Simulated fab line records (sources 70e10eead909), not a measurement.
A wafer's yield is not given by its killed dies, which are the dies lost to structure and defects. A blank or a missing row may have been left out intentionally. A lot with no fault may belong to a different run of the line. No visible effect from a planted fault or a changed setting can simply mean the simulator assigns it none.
fab line records	flow nand_harc
[record] lots = 12	wafers = 36	last_day = 35
route steps=1302 shown A_CHANNEL_HOLE_D2@590 A_CHANNEL_FILL_D2@614 END@1302
lots with no fault: from the same line, run without faults
start_h: hours from the record's opening day to when the first of the lot's shown wafers began	wait_h: hours from the lot's prior step to this one	" identical to the entry in the row above	L1.1+2: a single row standing in for several wafers	- no value, or no start was given	* or withheld: withheld	< > ~ a bound
route shown NAME@n: a module of which the file shows steps, and the number in the route of the first	usual: mean and standard deviation over wafers with no fault	same: alike in all rows	chamber/n: place in a boat	sites: each site's reading	_std_site: the values' standard deviation	_edge_site: the outer-site mean with the inner-site mean subtracted	radius_mm: how far each site lies from the wafer's centre	mask NAME#n: copy n	behind: tool/chamber where the wafer was last shaped	hold: what put the lot on hold/how long, in hours/how the hold closed	device: names the non-switching transistor (n, p or np)	end of line: the route-end tests of the same wafers	a step without rows: its recipe alone	killed: not the wafer's yield, but the dies lost to structure and defects at the first sort	map: per-die view of a wafer (x killed, . not killed, _ where there is no die)
set.NAME: the run value of the setting; set.NAME@STEP: its run value at that earlier step	model.NAME: the simulator's own value behind a step, which no gauge read
route steps across a sampled set of lots; one table per step, one row per wafer
services: when a tool's chamber went out of use (start_h, in hours from the record's first day, below 0 if earlier), for how many hours, and the reason
[[steps]]
[step NHARC_A_CHANNEL_HOLE_D2_CD_MEAS_18]
[usual] cd_nm = 99.0/2.3
lot.wafer	tool	chamber	start_h	wait_h	cd_nm
L184.2	cd_sem-01	-	294.43	-	98.7
L184.3	"	-	"	"	97.5
L184.5	"	-	"	"	102.6
L186.2	cd_sem-01	-	299.78	-	96.6
L186.4	"	-	"	"	99.8
L186.5	"	-	"	"	99.4
L187.1	cd_sem-03	-	322.52	-	101.6
L187.5	"	-	"	"	99.6
L187.6	"	-	"	"	101.8
L188.1	cd_sem-03	-	394.62	-	96.3
L188.3	"	-	"	"	98.6
L188.5	"	-	"	"	100.6
L191.1	cd_sem-01	-	395.52	-	98.6
L191.3	"	-	"	"	99.6
L191.6	"	-	"	"	103.9
L196.1	cd_sem-03	-	415.29	-	102.8
L196.3	"	-	"	"	99.1
L196.4	"	-	"	"	99.7
L197.1	cd_sem-02	-	435.05	-	101.2
L197.2	"	-	"	"	95.8
L197.5	"	-	"	"	97.5
L199.4	cd_sem-01	-	436.98	-	96.7
L199.5	"	-	"	"	95.1
L199.6	"	-	"	"	98.8
L200.1	cd_sem-01	-	453.64	-	99.1
L200.3	"	-	"	"	98.1
L200.5	"	-	"	"	101.3
L203.1	cd_sem-01	-	473.48	-	98.3
L203.2	"	-	"	"	95.9
L203.5	"	-	"	"	96.9
L205.1	cd_sem-03	-	515.70	-	94.4
L205.3	"	-	"	"	98.5
L205.5	"	-	"	"	93.8
L207.2	cd_sem-03	-	544.14	-	97.9
L207.3	"	-	"	"	100.5
L207.6	"	-	"	"	104.0
[step NHARC_A_CHANNEL_HOLE_D2_ETCH_19]
[recipe] bias_v = 1200	source_w = 2500	pressure_mtorr = 15	time_s = 34.5	ar_flow_sccm = 375	c4f8_flow_sccm = 28.8	o2_flow_sccm = 96.2	temp_c = -20	target_depth_a = *	chemistry = C4F8/O2/Ar
[usual] drypump_motor_current_A = 5.81/0.17	he_backside_leak_sccm = 6.5/0.93	showerhead_plenum_p_Torr = 3.75/0.14	throttle_valve_pct = 37.037/0.0097
lot.wafer	tool	chamber	start_h	wait_h	drypump_motor_current_A	he_backside_leak_sccm	rf_hours_counter_h	showerhead_plenum_p_Torr	throttle_valve_pct
L184.2	har_etch-01	0	304.42	10.0	5.65	6.7	157	3.74	37.038
L184.3	"	0	"	"	5.63	6.9	-	3.74	37.031
L184.5	"	1	"	"	5.83	6.3	-	3.69	37.020
L186.2	har_etch-02	0	309.38	9.6	5.74	7.5	-	3.58	37.059
L186.4	"	0	"	"	5.75	7.4	-	3.58	37.035
L186.5	"	0	"	"	5.73	7.2	-	3.58	37.046
L187.1	har_etch-02	0	322.59	0.1	5.74	7.2	367	3.57	37.035
L187.6	"	0	"	"	5.72	7.3	-	3.57	37.035
L187.5	"	1	"	"	6.16	4.4	-	3.52	37.052
L188.1	har_etch-01	0	399.00	4.4	5.65	7.2	210	3.71	37.023
L188.3	"	0	"	"	5.66	7.0	-	3.71	37.034
L188.5	"	1	"	"	5.84	6.7	-	3.66	37.026
L191.1	har_etch-02	0	399.91	4.4	5.73	5.4	4	3.98	37.053
L191.3	"	1	"	"	6.16	4.8	-	3.98	37.030
L191.6	"	1	"	"	6.15	4.9	-	3.98	37.044
L196.1	har_etch-01	0	431.64	16.3	5.65	7.2	241	3.69	37.043
L196.3	"	1	"	"	5.83	6.9	-	3.65	37.030
L196.4	"	0	"	"	5.63	7.4	-	3.69	37.042
L197.2	har_etch-01	0	439.60	4.5	5.65	7.2	248	3.69	37.030
L197.1	"	1	"	"	5.85	6.8	248	3.64	37.051
L197.5	"	1	"	"	5.85	6.7	-	3.64	37.036
L199.4	har_etch-01	1	443.80	6.8	5.83	7.1	-	3.64	37.029
L199.6	"	0	"	"	5.64	7.3	-	3.68	37.031
L199.5	"	1	"	"	5.86	7.0	-	3.64	37.046
L200.1	har_etch-01	1	455.98	2.3	5.86	7.0	264	3.63	37.025
L200.3	"	0	"	"	5.65	7.2	-	3.68	37.041
L200.5	"	0	"	"	5.65	7.2	-	3.68	37.044
L203.2	har_etch-02	1	473.55	0.1	6.17	4.6	50	3.96	37.034
L203.1	"	0	"	"	5.74	5.7	50	3.96	37.032
L203.5	"	0	"	"	5.73	5.5	-	3.96	37.049
L205.1	har_etch-02	0	515.79	0.1	5.75	6.2	66	3.95	37.040
L205.3	"	1	"	"	6.17	5.1	-	3.95	37.037
L205.5	"	0	"	"	5.74	6.2	-	3.95	37.044
L207.2	har_etch-02	1	544.21	0.1	6.12	4.8	77	3.94	37.041
L207.3	"	1	"	"	6.12	4.7	-	3.94	37.030
L207.6	"	1	"	"	6.18	4.8	-	3.94	37.038
[step NHARC_A_CHANNEL_HOLE_D2_ETCH_21]
[recipe] bias_v = 3000	source_w = withheld	pressure_mtorr = 20	time_s = 514.3	ar_flow_sccm = 375	c4f8_flow_sccm = 89.3	o2_flow_sccm = 35.7	temp_c = -20	target_depth_a = 16000	chemistry = C4F8/O2/Ar
[usual] drypump_motor_current_A = 5.82/0.18	he_backside_leak_sccm = 6.5/1.1	showerhead_plenum_p_Torr = 3.70/0.14	throttle_valve_pct = 32.155/0.0098
lot.wafer	tool	chamber	start_h	wait_h	drypump_motor_current_A	he_backside_leak_sccm	rf_hours_counter_h	showerhead_plenum_p_Torr	throttle_valve_pct
L184.2	har_etch-01	0	304.91	0.3	5.66	6.7	157	3.69	32.148
L184.3	"	0	"	"	5.66	6.7	-	3.70	32.156
L184.5	"	1	"	"	5.85	6.3	-	3.65	32.153
L186.2	har_etch-02	0	310.35	0.6	5.78	7.2	-	3.54	32.149
L186.4	"	0	"	"	5.74	7.0	-	3.54	32.150
L186.5	"	0	"	"	5.76	7.1	-	3.54	32.164
L187.1	har_etch-02	0	323.02	0.3	5.73	7.0	368	3.54	32.157
L187.6	"	0	"	"	5.74	7.1	-	3.53	32.157
L187.5	"	1	"	"	6.14	4.5	-	3.48	32.151
L188.1	har_etch-01	0	399.47	0.3	5.66	7.1	211	3.67	32.158
L188.3	"	0	"	"	5.65	6.8	-	3.67	32.160
L188.5	"	1	"	"	5.85	6.6	-	3.62	32.154
L191.1	har_etch-02	0	400.39	0.3	5.72	6.2	4	3.93	32.161
L191.3	"	1	"	"	6.16	5.0	-	3.93	32.151
L191.6	"	1	"	"	6.20	4.9	-	3.93	32.161
L196.1	har_etch-01	0	432.12	0.3	5.64	7.3	241	3.65	32.162
L196.3	"	1	"	"	5.86	6.5	-	3.61	32.154
L196.4	"	0	"	"	5.66	6.8	-	3.65	32.173
L197.2	har_etch-01	0	440.03	0.3	5.65	6.8	249	3.65	32.171
L197.1	"	1	"	"	5.86	7.1	249	3.60	32.164
L197.5	"	1	"	"	5.86	7.0	-	3.60	32.169
L199.4	har_etch-01	1	444.40	0.3	5.86	6.9	-	3.60	32.149
L199.6	"	0	"	"	5.65	7.2	-	3.64	32.173
L199.5	"	1	"	"	5.84	6.5	-	3.60	32.168
L200.1	har_etch-01	1	456.46	0.3	5.87	7.0	264	3.60	32.163
L200.3	"	0	"	"	5.67	7.4	-	3.64	32.165
L200.5	"	0	"	"	5.66	7.4	-	3.64	32.136
L203.2	har_etch-02	1	473.98	0.3	6.19	5.0	50	3.90	32.154
L203.1	"	0	"	"	5.72	6.3	50	3.90	32.144
L203.5	"	0	"	"	5.73	6.0	-	3.90	32.161
L205.1	har_etch-02	0	516.27	0.3	5.75	5.7	66	3.90	32.135
L205.3	"	1	"	"	6.17	4.7	-	3.90	32.175
L205.5	"	0	"	"	5.74	6.2	-	3.90	32.162
L207.2	har_etch-02	1	544.65	0.3	6.17	4.7	78	3.89	32.144
L207.3	"	1	"	"	6.16	5.0	-	3.89	32.154
L207.6	"	1	"	"	6.14	4.9	-	3.89	32.152
[step NHARC_A_CHANNEL_FILL_D2_ALD_14]
[recipe] target_thk_a = 25	pulse_time_s = 10	ald_cycles = 25	temp_c = 300	material = SiO2
[usual] ald_cycles = 25/0	heater_power_w = 461/41	precursor_pulse_height_rel = 0.997/0.02
lot.wafer	tool	chamber	start_h	wait_h	ald_cycles	heater_power_w	precursor_pulse_height_rel
L184.2	ald_hk-04	3	317.46	0.0	25	382	0.986
L184.3	"	0	"	"	25	478	1.031
L184.5	"	0	"	"	25	488	0.994
L186.4	ald_hk-02	1	325.61	0.1	25	494	0.984
L186.2	"	3	"	"	25	461	1.011
L186.5	"	0	"	"	25	398	1.004
L187.1	ald_hk-04	1	335.53	0.1	25	462	1.003
L187.5	"	0	"	"	25	474	1.013
L187.6	"	1	"	"	25	478	1.023
L191.3	ald_hk-02	3	411.93	0.1	25	499	0.979
L191.1	"	0	"	"	25	407	0.997
L191.6	"	2	"	"	25	501	0.978
L188.3	ald_hk-04	3	412.04	0.2	25	385	0.998
L188.1	"	1	"	"	25	482	1.018
L188.5	"	2	"	"	25	459	0.998
L196.3	ald_hk-04	1	444.53	0.0	25	454	0.983
L196.4	"	3	"	"	23	394	0.966
L196.1	"	0	"	"	25	536	0.992
L197.1	ald_hk-04	3	450.12	0.2	23	396	1.030
L197.2	"	0	"	"	25	527	0.983
L197.5	"	0	"	"	25	516	0.980
L199.4	ald_hk-02	3	456.77	0.0	25	473	0.983
L199.5	"	3	"	"	25	483	0.992
L199.6	"	0	"	"	25	402	1.000
L200.3	ald_hk-01	0	468.33	0.1	25	449	1.017
L200.1	"	1	"	"	25	499	0.965
L200.5	"	0	"	"	25	438	0.979
L203.1	ald_hk-02	1	487.98	1.4	25	520	0.972
L203.2	"	2	"	"	25	494	1.000
L203.5	"	0	"	"	25	412	1.018
L205.1	ald_hk-01	2	529.84	0.1	25	442	0.989
L205.3	"	0	"	"	25	427	0.978
L205.5	"	2	"	"	25	435	0.995
L207.3	ald_hk-04	2	556.98	0.1	25	469	1.004
L207.2	"	0	"	"	25	523	0.999
L207.6	"	1	"	"	25	465	0.972
[step NHARC_END_SORT_01]
[recipe] temp_c = 25
[usual] killed_at_array = 54/18	killed_at_other = 0.9/1.2	killed_at_periphery = 4.4/2.9	killed_dies = 59/18	killed_open = 3.2/1.8	killed_short = 2.6/1.8
[same] gross_dies = 677
lot.wafer	tool	chamber	start_h	wait_h	killed_at_array	killed_at_other	killed_at_periphery	killed_dies	killed_open	killed_short
L184.2	prober-01	0	582.45	2.8	27	1	3	31	3	2
L184.3	prober-01	0	583.27	3.1	24	1	5	30	2	1
L184.5	prober-01	0	584.90	3.8	26	2	1	29	1	3
L186.2	prober-02	0	584.80	2.8	51	2	7	60	4	3
L186.4	prober-02	0	586.40	3.4	65	1	6	72	4	2
L186.5	prober-02	0	587.20	3.7	67	1	4	72	3	1
L187.1	prober-01	0	601.99	2.5	72	1	11	84	2	7
L187.5	prober-01	0	605.18	3.7	83	1	6	90	2	3
L187.6	prober-01	0	605.98	4.0	70	4	2	76	3	0
L191.1	prober-01	0	671.00	2.5	21	0	8	29	8	4
L191.3	prober-01	0	672.60	3.1	27	0	2	29	5	6
L191.6	prober-01	0	674.99	4.0	21	1	2	24	1	3
L188.1	prober-02	0	672.21	2.5	44	0	2	46	3	5
L188.3	prober-02	0	673.81	3.1	55	0	2	57	1	1
L188.5	prober-02	0	675.41	3.7	52	4	1	57	2	2
L196.1	prober-01	0	720.46	2.5	37	1	3	41	7	2
L196.3	prober-01	0	722.07	3.1	39	0	2	41	0	2
L196.4	prober-01	0	722.87	3.4	47	0	2	49	2	2
L197.1	prober-02	0	728.20	2.6	48	0	6	54	4	2
L197.2	prober-02	0	729.00	2.8	43	1	2	46	3	1
L197.5	prober-02	0	731.37	3.7	46	0	3	49	3	1
L200.1	prober-01	0	736.15	2.5	47	3	6	56	3	6
L200.3	prober-01	0	737.75	3.1	47	0	5	52	4	2
L200.5	prober-01	0	739.35	3.7	56	1	5	62	2	2
L199.4	prober-02	0	738.40	3.4	53	0	3	56	2	1
L199.5	prober-02	0	739.20	3.7	62	0	4	66	2	3
L199.6	prober-02	0	740.00	4.0	68	0	4	72	4	2
L203.1	prober-01	0	761.64	2.5	75	0	7	82	2	9
L203.2	prober-01	0	762.43	2.8	68	0	5	73	5	3
L203.5	prober-01	0	764.82	3.7	51	1	7	59	2	3
L205.1	prober-01	0	791.80	2.5	24	0	5	29	4	2
L205.3	prober-01	0	793.39	3.1	27	0	8	35	3	5
L205.5	prober-01	0	794.98	3.7	22	1	9	32	1	3
L207.2	prober-02	0	840.21	2.8	20	1	2	23	1	3
L207.3	prober-02	0	841.01	3.1	19	2	3	24	2	1
L207.6	prober-02	0	843.41	4.0	34	3	2	39	5	1
// killed by level:class
L184.2 A_CHANNEL_HOLE_D2:chamber_film_flake=8 A_SGD_CUT:chamber_film_flake=7 A_STAIRCASE:chamber_film_flake=3 A_CONTACT:chamber_film_flake=3 A_CHANNEL_HOLE_D1:chamber_film_flake=2 P_GATE:geometric_particle:open=1 P_M0:geometric_particle:open=1 A_CHANNEL_FILL_D1:geometric_particle:short=1
L184.3 A_CHANNEL_HOLE_D2:chamber_film_flake=8 A_STAIRCASE:chamber_film_flake=5 A_SGD_CUT:chamber_film_flake=5 P_STI:chamber_film_flake=2 A_CHANNEL_HOLE_D1:chamber_film_flake=2 A_CONTACT:chamber_film_flake=2 P_CONTACT:geometric_particle:open=1 P_M0:geometric_particle:open=1
L186.2 A_CHANNEL_HOLE_D2:chamber_film_flake=19 A_SLIT:chamber_film_flake=19 A_STAIRCASE:chamber_film_flake=4 A_CHANNEL_FILL_D1:geometric_particle:open=2 P_CONTACT:chamber_film_flake=2 A_ZERO_WELL:chamber_film_flake=2 A_CONTACT:chamber_film_flake=2 P_GATE:geometric_particle:short=1
L184.5 A_SGD_CUT:chamber_film_flake=7 A_CHANNEL_HOLE_D2:chamber_film_flake=6 A_CONTACT:chamber_film_flake=4 A_WL_FILL:chamber_film_flake=2 A_BONDPAD:chamber_film_flake=2 P_GATE:geometric_particle:open=1 A_CHANNEL_FILL_D1:geometric_particle:short=1 A_CHANNEL_FILL_D2:geometric_particle:short=1
L186.4 A_SLIT:chamber_film_flake=29 A_CHANNEL_HOLE_D2:chamber_film_flake=21 A_CONTACT:chamber_film_flake=4 A_STAIRCASE:chamber_film_flake=3 A_WL_FILL:chamber_film_flake=3 P_ZERO_WELL:chamber_film_flake=2 P_GATE:geometric_particle:open=1 P_M0:geometric_particle:short=1
L186.5 A_SLIT:chamber_film_flake=37 A_CHANNEL_HOLE_D2:chamber_film_flake=17 P_CONTACT:chamber_film_flake=4 A_STAIRCASE:chamber_film_flake=4 A_CONTACT:chamber_film_flake=2 A_SOURCE_PLATE:geometric_particle:open=1 A_WL_FILL:geometric_particle:short=1 A_BLC:geometric_particle:open=1
L187.1 A_SLIT:chamber_film_flake=29 A_CHANNEL_HOLE_D2:chamber_film_flake=17 A_CONTACT:chamber_film_flake=7 P_GATE:chamber_film_flake=6 A_CHANNEL_HOLE_D1:chamber_film_flake=5 P_M2:chamber_film_flake=2 A_CHANNEL_FILL_D2:chamber_film_flake=2 A_SGD_CUT:chamber_film_flake=2
L187.5 A_SLIT:chamber_film_flake=32 A_CHANNEL_HOLE_D2:chamber_film_flake=30 A_CONTACT:chamber_film_flake=8 P_M2:chamber_film_flake=3 A_DECK1_JOINT:chamber_film_flake=3 A_CHANNEL_HOLE_D1:chamber_film_flake=2 A_SGD_CUT:chamber_film_flake=2 A_CHANNEL_HOLE_D1:geometric_particle:open=1
L187.6 A_SLIT:chamber_film_flake=35 A_CHANNEL_HOLE_D2:chamber_film_flake=20 A_CHANNEL_HOLE_D1:chamber_film_flake=4 A_CONTACT:chamber_film_flake=4 THIN_TSV:chamber_film_flake=4 P_GATE:chamber_film_flake=2 A_DECK1_JOINT:chamber_film_flake=2 A_DECK1_JOINT:geometric_particle:open=1
L191.1 A_CHANNEL_HOLE_D1:chamber_film_flake=6 P_STI:chamber_film_flake=3 A_CHANNEL_HOLE_D2:chamber_film_flake=3 P_CONTACT:geometric_particle:open=2 A_ONON_D1:geometric_particle:open=2 A_STAIRCASE:chamber_film_flake=2 P_M1:geometric_particle:short=1 P_M2:geometric_particle:open=1
L188.1 A_CHANNEL_HOLE_D1:chamber_film_flake=24 A_CHANNEL_HOLE_D2:chamber_film_flake=11 A_DECK1_JOINT:chamber_film_flake=3 A_CHANNEL_FILL_D2:geometric_particle:short=2 P_GATE:geometric_particle:open=1 P_M0:geometric_particle:short=1 A_ONON_D1:geometric_particle:short=1 A_CHANNEL_FILL_D1:geometric_particle:open=1
L191.3 A_CHANNEL_HOLE_D1:chamber_film_flake=7 A_CHANNEL_HOLE_D2:chamber_film_flake=5 A_WL_FILL:geometric_particle:short=2 P_STI:chamber_film_flake=2 A_CONTACT:chamber_film_flake=2 A_ONON_D1:geometric_particle:short=1 A_CHANNEL_FILL_D1:geometric_particle:open=1 A_DECK1_JOINT:geometric_particle:short=1
L188.3 A_CHANNEL_HOLE_D1:chamber_film_flake=36 A_CHANNEL_HOLE_D2:chamber_film_flake=15 A_DECK1_JOINT:chamber_film_flake=2 A_WL_FILL:geometric_particle:short=1 A_BLC:geometric_particle:open=1 P_ZERO_WELL:chamber_film_flake=1 P_GATE:chamber_film_flake=1
L191.6 A_CHANNEL_HOLE_D1:chamber_film_flake=6 A_CONTACT:chamber_film_flake=5 A_CHANNEL_HOLE_D2:chamber_film_flake=3 A_STAIRCASE:chamber_film_flake=2 P_CONTACT:geometric_particle:short=1 A_CHANNEL_FILL_D2:geometric_particle:open=1 A_CHANNEL_FILL_D2:geometric_particle:short=1 A_WL_FILL:geometric_particle:short=1
L188.5 A_CHANNEL_HOLE_D1:chamber_film_flake=26 A_CHANNEL_HOLE_D2:chamber_film_flake=20 THIN_TSV:chamber_film_flake=4 A_ONON_D1:geometric_particle:short=1 A_ONON_D1:geometric_particle:open=1 A_DECK1_JOINT:geometric_particle:short=1 A_WL_FILL:geometric_particle:open=1 P_STI:chamber_film_flake=1
L196.1 A_CHANNEL_HOLE_D2:chamber_film_flake=12 A_CHANNEL_HOLE_D1:chamber_film_flake=9 A_STAIRCASE:chamber_film_flake=7 A_BLC:geometric_particle:open=3 A_CONTACT:chamber_film_flake=2 P_CONTACT:geometric_particle:short=1 P_M0:geometric_particle:short=1 A_CHANNEL_FILL_D1:geometric_particle:open=1
L196.3 A_CHANNEL_HOLE_D2:chamber_film_flake=19 A_STAIRCASE:chamber_film_flake=5 A_CONTACT:chamber_film_flake=5 A_CHANNEL_HOLE_D1:chamber_film_flake=4 A_SGD_CUT:chamber_film_flake=2 A_DECK1_JOINT:geometric_particle:short=1 A_ONON_D2:geometric_particle:short=1 P_ZERO_WELL:chamber_film_flake=1
L196.4 A_CHANNEL_HOLE_D2:chamber_film_flake=19 A_CHANNEL_HOLE_D1:chamber_film_flake=10 A_SLIT:chamber_film_flake=5 A_STAIRCASE:chamber_film_flake=5 A_CONTACT:chamber_film_flake=5 P_GATE:geometric_particle:open=1 P_M0:geometric_particle:open=1 A_DECK1_JOINT:geometric_particle:short=1
L197.1 A_CHANNEL_HOLE_D2:chamber_film_flake=23 A_CHANNEL_HOLE_D1:chamber_film_flake=11 A_CONTACT:chamber_film_flake=5 A_CHANNEL_FILL_D2:chamber_film_flake=3 P_BONDPAD:chamber_film_flake=2 A_SLIT:chamber_film_flake=2 P_ZERO_WELL:geometric_particle:short=1 P_GATE:geometric_particle:open=1
L197.2 A_CHANNEL_HOLE_D2:chamber_film_flake=19 A_CHANNEL_HOLE_D1:chamber_film_flake=7 A_CONTACT:chamber_film_flake=7 A_SLIT:chamber_film_flake=4 A_DECK1_JOINT:geometric_particle:open=1 A_CHANNEL_HOLE_D2:geometric_particle:open=1 A_BLC:geometric_particle:open=1 P_GATE:chamber_film_flake=1
L197.5 A_CHANNEL_HOLE_D2:chamber_film_flake=19 A_SLIT:chamber_film_flake=8 A_CHANNEL_HOLE_D1:chamber_film_flake=7 A_CONTACT:chamber_film_flake=5 P_M0:geometric_particle:open=2 A_STAIRCASE:chamber_film_flake=2 A_SOURCE_PLATE:geometric_particle:short=1 A_SOURCE_PLATE:geometric_particle:open=1
L200.1 A_CHANNEL_HOLE_D2:chamber_film_flake=28 A_CHANNEL_HOLE_D1:chamber_film_flake=11 P_GATE:geometric_particle:open=2 A_CHANNEL_FILL_D2:geometric_particle:short=2 P_ZERO_WELL:chamber_film_flake=2 A_SLIT:chamber_film_flake=2 THIN_TSV:chamber_film_flake=2 P_M0:geometric_particle:short=1
L200.3 A_CHANNEL_HOLE_D2:chamber_film_flake=25 A_CHANNEL_HOLE_D1:chamber_film_flake=9 A_SLIT:chamber_film_flake=4 P_STI:chamber_film_flake=3 A_CONTACT:chamber_film_flake=2 A_ONON_D2:geometric_particle:short=1 A_CHANNEL_FILL_D2:geometric_particle:open=1 A_CHANNEL_FILL_D2:geometric_particle:short=1
L199.4 A_CHANNEL_HOLE_D2:chamber_film_flake=18 A_CHANNEL_HOLE_D1:chamber_film_flake=18 A_CONTACT:chamber_film_flake=5 A_SLIT:chamber_film_flake=3 A_DECK1_JOINT:chamber_film_flake=2 A_STAIRCASE:chamber_film_flake=2 A_DECK1_JOINT:geometric_particle:open=1 A_CHANNEL_FILL_D2:geometric_particle:short=1
L199.5 A_CHANNEL_HOLE_D2:chamber_film_flake=20 A_CHANNEL_HOLE_D1:chamber_film_flake=18 A_SLIT:chamber_film_flake=8 A_CONTACT:chamber_film_flake=5 A_SGD_CUT:geometric_particle:short=3 A_CHANNEL_FILL_D1:chamber_film_flake=3 P_GATE:chamber_film_flake=2 A_DECK1_JOINT:chamber_film_flake=2
L200.5 A_CHANNEL_HOLE_D2:chamber_film_flake=36 A_CHANNEL_HOLE_D1:chamber_film_flake=12 P_GATE:chamber_film_flake=2 A_SLIT:chamber_film_flake=2 P_CONTACT:geometric_particle:short=1 A_DECK1_JOINT:geometric_particle:open=1 A_CHANNEL_FILL_D2:geometric_particle:short=1 A_SGD_CUT:geometric_particle:open=1
L199.6 A_CHANNEL_HOLE_D2:chamber_film_flake=29 A_CHANNEL_HOLE_D1:chamber_film_flake=26 P_GATE:chamber_film_flake=3 A_SLIT:chamber_film_flake=3 A_CHANNEL_FILL_D1:chamber_film_flake=2 P_CONTACT:geometric_particle:open=1 A_CHANNEL_FILL_D1:geometric_particle:open=1 A_CHANNEL_FILL_D1:geometric_particle:short=1
L203.1 A_SLIT:chamber_film_flake=34 A_CHANNEL_HOLE_D1:chamber_film_flake=9 A_STAIRCASE:chamber_film_flake=7 A_CONTACT:chamber_film_flake=7 A_SGD_CUT:chamber_film_flake=5 A_WL_FILL:geometric_particle:short=4 P_CONTACT:chamber_film_flake=4 P_STI:chamber_film_flake=2
L203.2 A_SLIT:chamber_film_flake=30 A_CHANNEL_HOLE_D1:chamber_film_flake=17 A_CONTACT:chamber_film_flake=11 P_CONTACT:chamber_film_flake=4 A_WL_FILL:geometric_particle:short=2 A_STAIRCASE:chamber_film_flake=2 P_STI:geometric_particle:short=1 A_ONON_D2:geometric_particle:open=1
L203.5 A_SLIT:chamber_film_flake=26 A_CHANNEL_HOLE_D1:chamber_film_flake=9 A_CONTACT:chamber_film_flake=6 P_CONTACT:chamber_film_flake=4 A_STAIRCASE:chamber_film_flake=2 A_SGD_CUT:chamber_film_flake=2 P_CONTACT:geometric_particle:short=1 A_CHANNEL_FILL_D1:geometric_particle:open=1
L205.1 A_CONTACT:chamber_film_flake=8 A_SLIT:chamber_film_flake=4 P_ZERO_WELL:chamber_film_flake=3 A_WL_FILL:chamber_film_flake=3 A_ONON_D2:geometric_particle:open=2 P_BONDPAD:chamber_film_flake=2 A_CHANNEL_HOLE_D2:chamber_film_flake=2 A_DECK1_JOINT:geometric_particle:open=1
L205.3 A_CONTACT:chamber_film_flake=8 A_SLIT:chamber_film_flake=7 P_BONDPAD:chamber_film_flake=5 A_WL_FILL:chamber_film_flake=4 P_STI:geometric_particle:short=2 A_WL_FILL:geometric_particle:open=2 A_CHANNEL_FILL_D1:geometric_particle:open=1 A_CHANNEL_FILL_D1:geometric_particle:short=1
L205.5 A_SLIT:chamber_film_flake=7 A_CONTACT:chamber_film_flake=6 P_BONDPAD:chamber_film_flake=5 A_STAIRCASE:chamber_film_flake=3 P_ZERO_WELL:chamber_film_flake=2 P_GATE:geometric_particle:short=1 A_DECK1_JOINT:geometric_particle:open=1 A_CHANNEL_FILL_D2:geometric_particle:short=1
L207.2 A_SLIT:chamber_film_flake=7 A_STAIRCASE:chamber_film_flake=4 A_ONON_D2:geometric_particle:short=2 A_DECK1_JOINT:chamber_film_flake=2 A_CHANNEL_HOLE_D2:chamber_film_flake=2 A_CHANNEL_FILL_D2:geometric_particle:short=1 A_WL_FILL:geometric_particle:open=1 P_ZERO_WELL:chamber_film_flake=1
L207.3 A_SLIT:chamber_film_flake=7 A_CONTACT:chamber_film_flake=4 P_GATE:chamber_film_flake=2 A_DECK1_JOINT:chamber_film_flake=2 THIN_TSV:chamber_film_flake=2 A_CHANNEL_FILL_D1:geometric_particle:short=1 A_CHANNEL_HOLE_D2:geometric_particle:open=1 A_M0:geometric_particle:open=1
L207.6 A_SLIT:chamber_film_flake=17 A_STAIRCASE:chamber_film_flake=5 A_CONTACT:chamber_film_flake=5 THIN_TSV:chamber_film_flake=3 A_ONON_D1:geometric_particle:open=2 A_DECK1_JOINT:geometric_particle:open=1 A_ONON_D2:geometric_particle:open=1 A_ONON_D2:geometric_particle:short=1
[[services]]
tool	chamber	start_h	hours	kind
har_etch-02	1	292.70	-	consumable_replace:esc
har_etch-02	1	292.70	17.0	scheduled_down
har_etch-02	1	292.70	17.0	vent_cycle
ald_hk-01	-	297.85	10.0	pm
ald_hk-02	0	351.00	10.0	vent_cycle
ald_hk-02	1	351.00	10.0	vent_cycle
har_etch-02	-	379.02	17.0	pm
har_etch-02	0	379.02	17.0	vent_cycle
har_etch-02	1	379.02	17.0	vent_cycle
har_etch-02	0	396.02	-	clean
har_etch-02	0	396.02	-	consumable_replace:focus_ring
har_etch-02	0	396.02	-	consumable_replace:showerhead
har_etch-02	1	396.02	-	clean
har_etch-02	1	396.02	-	consumable_replace:focus_ring
har_etch-02	1	396.02	-	consumable_replace:showerhead
ald_hk-04	-	432.49	10.0	pm
ald_hk-04	0	432.49	10.0	vent_cycle
ald_hk-04	1	432.49	10.0	vent_cycle
ald_hk-04	2	432.49	10.0	vent_cycle
ald_hk-04	3	432.49	10.0	vent_cycle
ald_hk-04	0	442.49	-	clean
ald_hk-04	1	442.49	-	clean
ald_hk-04	2	442.49	-	clean
ald_hk-04	3	442.49	-	clean
[[key]]
[first_sign] step = NHARC_A_CHANNEL_FILL_D2_ALD_14	reading = ald_cycles	direction = down	sigmas = 99+	usual = 25	struck = 23
effect none on later readings
met_at NHARC_A_CHANNEL_FILL_D2_ALD_14
struck_lots L196,L197
struck_wafers L196.4,L197.1
tester_left_out L196,L197
not_acting_at NHARC_A_CHANNEL_HOLE_D2_CD_MEAS_18,NHARC_A_CHANNEL_HOLE_D2_ETCH_19,NHARC_A_CHANNEL_HOLE_D2_ETCH_21
onset_between 412.04 444.53
[fault] kind = process_parameter_drift	tool = ald_hk-04	chamber = 3	onset_h = 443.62	steps = NHARC_A_CHANNEL_FILL_D2_ALD_14	channel = ald_cycles	offset = -2	shape = step	end_h = 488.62	acts_in = these_recipes_only	stated = 25
// tester_left_out: of these lots the tester's yield and bins aren't shown, on N5 and GAA mostly nor the transistor test; their killed dies are dies lost to structure and defects alone, not to doping, threshold or leakage, so they don't give the yield
